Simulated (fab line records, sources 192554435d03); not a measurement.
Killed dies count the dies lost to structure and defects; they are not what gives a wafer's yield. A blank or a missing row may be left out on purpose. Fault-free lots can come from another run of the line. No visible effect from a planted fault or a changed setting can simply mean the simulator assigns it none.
Chamber matching :: flow n5-finfet :: 4 sister chambers for N5_BEOL_M1_STRIP_36 on rie-diel-02
The step strips in N2/H2. 4 wafers are shown with their chamber, then 9 later ones without.

== WAFERS, EACH WITH ITS CHAMBER ==
wafer: L084.4
chamber: 0
showerhead-plenum-p-Torr (Torr): 2.48

wafer: L088.1
chamber: 2
showerhead-plenum-p-Torr (Torr): 2.63

wafer: L088.2
chamber: 3
showerhead-plenum-p-Torr (Torr): 2.46

wafer: L088.4
chamber: 1
showerhead-plenum-p-Torr (Torr): 2.58

== WAFERS WITHOUT THEIR CHAMBER ==
wafer: L094.1
showerhead-plenum-p-Torr (Torr): 2.62

wafer: L094.2
showerhead-plenum-p-Torr (Torr): 2.58

wafer: L094.3
showerhead-plenum-p-Torr (Torr): 2.47

wafer: L093.3
showerhead-plenum-p-Torr (Torr): 2.58

wafer: L093.4
showerhead-plenum-p-Torr (Torr): 2.47

wafer: L093.5
showerhead-plenum-p-Torr (Torr): 2.45

wafer: L096.2
showerhead-plenum-p-Torr (Torr): 2.62

wafer: L096.3
showerhead-plenum-p-Torr (Torr): 2.58

wafer: L096.6
showerhead-plenum-p-Torr (Torr): 2.47

== EACH ONE'S CHAMBER ==
wafer: L094.1
from the rows above: 2
in truth: 2

wafer: L094.2
from the rows above: 1
in truth: 1

wafer: L094.3
from the rows above: can't be placed: 0 or 3
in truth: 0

wafer: L093.3
from the rows above: 1
in truth: 1

wafer: L093.4
from the rows above: can't be placed: 0 or 3
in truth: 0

wafer: L093.5
from the rows above: 3
in truth: 3

wafer: L096.2
from the rows above: 2
in truth: 2

wafer: L096.3
from the rows above: 1
in truth: 1

wafer: L096.6
from the rows above: can't be placed: 0 or 3
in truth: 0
Correctly placed: 6 of 9. Cannot be placed on the basis of these rows: 3; the candidates contain the true chamber in 3. Placed wrongly: 0.
How it was worked out, from the rows above alone: a wafer's distance from a chamber is the root of the sum, over the readings, of the square of ((its reading less the chamber's mean) divided by the reading's scatter). If the next closest chamber is less than 2 further off than the closest, the wafer can't be placed; otherwise it belongs to the closest. The mean given for a chamber averages the wafers shown for that chamber. The scatter (one wafer shown for each chamber): square how far every hidden wafer sits from the nearest shown wafer, average those squares and take the square root.
